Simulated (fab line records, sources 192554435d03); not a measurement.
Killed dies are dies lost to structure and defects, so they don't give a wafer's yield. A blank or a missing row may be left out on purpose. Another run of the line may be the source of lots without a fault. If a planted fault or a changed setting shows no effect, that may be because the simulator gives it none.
Chamber matching || flow n5Finfet || N5_BEOL_M1_STRIP_19 on rieDiel-02: 4 sister chambers
The step strips in O2. 8 wafers are shown with their chamber, then 7 later ones without.

== EACH WAFER AND ITS CHAMBER ==
{"wafer": "L083.5", "chamber": 3, "showerheadPlenumPTorr (Torr)": 2.16, "throttleValvePct (%)": 17.0}
{"wafer": "L084.2", "chamber": 3, "showerheadPlenumPTorr (Torr)": 2.15, "throttleValvePct (%)": 17.1}
{"wafer": "L084.4", "chamber": 1, "showerheadPlenumPTorr (Torr)": 2.00, "throttleValvePct (%)": 16.7}
{"wafer": "L085.1", "chamber": 0, "showerheadPlenumPTorr (Torr)": 2.23, "throttleValvePct (%)": 16.4}
{"wafer": "L085.2", "chamber": 2, "showerheadPlenumPTorr (Torr)": 2.17, "throttleValvePct (%)": 17.0}
{"wafer": "L085.6", "chamber": 1, "showerheadPlenumPTorr (Torr)": 2.00, "throttleValvePct (%)": 16.7}
{"wafer": "L092.2", "chamber": 0, "showerheadPlenumPTorr (Torr)": 2.23, "throttleValvePct (%)": 16.4}
{"wafer": "L092.3", "chamber": 2, "showerheadPlenumPTorr (Torr)": 2.17, "throttleValvePct (%)": 17.0}

== WAFERS WITHOUT THEIR CHAMBER ==
{"wafer": "L092.4", "showerheadPlenumPTorr (Torr)": 2.15, "throttleValvePct (%)": 16.5}
{"wafer": "L093.1", "showerheadPlenumPTorr (Torr)": 2.22, "throttleValvePct (%)": 16.5}
{"wafer": "L093.2", "showerheadPlenumPTorr (Torr)": 2.15, "throttleValvePct (%)": 16.6}
{"wafer": "L093.5", "showerheadPlenumPTorr (Torr)": 2.17, "throttleValvePct (%)": 17.0}
{"wafer": "L096.1", "showerheadPlenumPTorr (Torr)": 2.17, "throttleValvePct (%)": 17.0}
{"wafer": "L096.3", "showerheadPlenumPTorr (Torr)": 2.15, "throttleValvePct (%)": 16.6}
{"wafer": "L096.4", "showerheadPlenumPTorr (Torr)": 2.26, "throttleValvePct (%)": 16.2}

== THE CHAMBER EACH PASSED THROUGH ==
{"wafer": "L092.4", "from the rows above": "can't be placed: 2 or 3", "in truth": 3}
{"wafer": "L093.1", "from the rows above": 0, "in truth": 0}
{"wafer": "L093.2", "from the rows above": "can't be placed: 2 or 3", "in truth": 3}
{"wafer": "L093.5", "from the rows above": 2, "in truth": 2}
{"wafer": "L096.1", "from the rows above": 2, "in truth": 2}
{"wafer": "L096.3", "from the rows above": "can't be placed: 2 or 3", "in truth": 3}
{"wafer": "L096.4", "from the rows above": 0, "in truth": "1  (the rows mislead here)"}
Correct placement for 3 of the 7. Cannot be placed on the basis of these rows: 3; the candidates contain the true chamber in 3. 1 placed wrongly.
How it was worked out, from the rows above alone: a wafer's distance from a chamber is the root of the sum, over the readings, of the square of ((its reading less the chamber's mean) divided by the reading's scatter). If the next closest chamber is less than 2 further off than the closest, the wafer can't be placed; otherwise it belongs to the closest. For every chamber, the mean is computed from those of its wafers that are shown. The scatter: take each reading less its chamber's mean, square it, sum over the shown wafers, divide by the number of wafers less the number of chambers, and take the root.
